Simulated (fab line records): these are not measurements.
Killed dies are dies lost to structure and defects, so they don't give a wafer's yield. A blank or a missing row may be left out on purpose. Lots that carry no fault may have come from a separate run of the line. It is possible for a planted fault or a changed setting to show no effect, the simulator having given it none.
Matching of chambers / flow n5 finfet / N5_HKMG_FIN_ALD_79 on ald metal-02 has 4 sister chambers
The step deposits TiN, target thk 1.5 nm, pulse time 1 s, purge time 3 s. 8 wafers are shown with their chamber, then 7 later ones without.

## EACH WAFER AND ITS CHAMBER
wafer=L074.2; chamber=0; heater power w (W)=907; precursor pulse height rel=0.981
wafer=L083.5; chamber=0; heater power w (W)=909; precursor pulse height rel=0.974
wafer=L083.6; chamber=3; heater power w (W)=819; precursor pulse height rel=0.990
wafer=L086.1; chamber=3; heater power w (W)=843; precursor pulse height rel=0.989
wafer=L086.3; chamber=2; heater power w (W)=769; precursor pulse height rel=1.041
wafer=L086.5; chamber=2; heater power w (W)=743; precursor pulse height rel=1.021
wafer=L090.3; chamber=1; heater power w (W)=842; precursor pulse height rel=0.980
wafer=L090.5; chamber=1; heater power w (W)=843; precursor pulse height rel=0.988

## WAFERS MISSING THEIR CHAMBER
wafer=L090.6; heater power w (W)=749; precursor pulse height rel=1.011
wafer=L091.1; heater power w (W)=750; precursor pulse height rel=0.969
wafer=L091.4; heater power w (W)=865; precursor pulse height rel=1.004
wafer=L091.5; heater power w (W)=829; precursor pulse height rel=1.002
wafer=L096.1; heater power w (W)=855; precursor pulse height rel=0.992
wafer=L096.5; heater power w (W)=934; precursor pulse height rel=0.975
wafer=L096.6; heater power w (W)=836; precursor pulse height rel=1.022

## THE CHAMBER EACH PASSED THROUGH
wafer=L090.6; from the rows above=2; in truth=2
wafer=L091.1; from the rows above=can't be placed: 3 or 1 or 2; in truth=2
wafer=L091.4; from the rows above=can't be placed: 1 or 3 or 0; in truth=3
wafer=L091.5; from the rows above=can't be placed: 3 or 1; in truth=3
wafer=L096.1; from the rows above=can't be placed: 1 or 3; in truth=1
wafer=L096.5; from the rows above=0; in truth=0
wafer=L096.6; from the rows above=can't be placed: 3 or 1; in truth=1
Correctly placed: 2 of 7. These rows do not allow placing 5 (true chamber among the candidates in 5). 0 placed wrongly.
How it was worked out, from the rows above alone: a wafer's distance from a chamber is the root of the sum, over the readings, of the square of ((its reading less the chamber's mean) divided by the reading's scatter). The wafer belongs to the nearest chamber; if the next one is less than 2 further off, it can't be placed. For every chamber, the mean is computed from those of its wafers that are shown. The scatter is the square root of a quotient: the sum, over the shown wafers, of each reading's squared deviation from its chamber's mean, divided by wafers minus chambers.
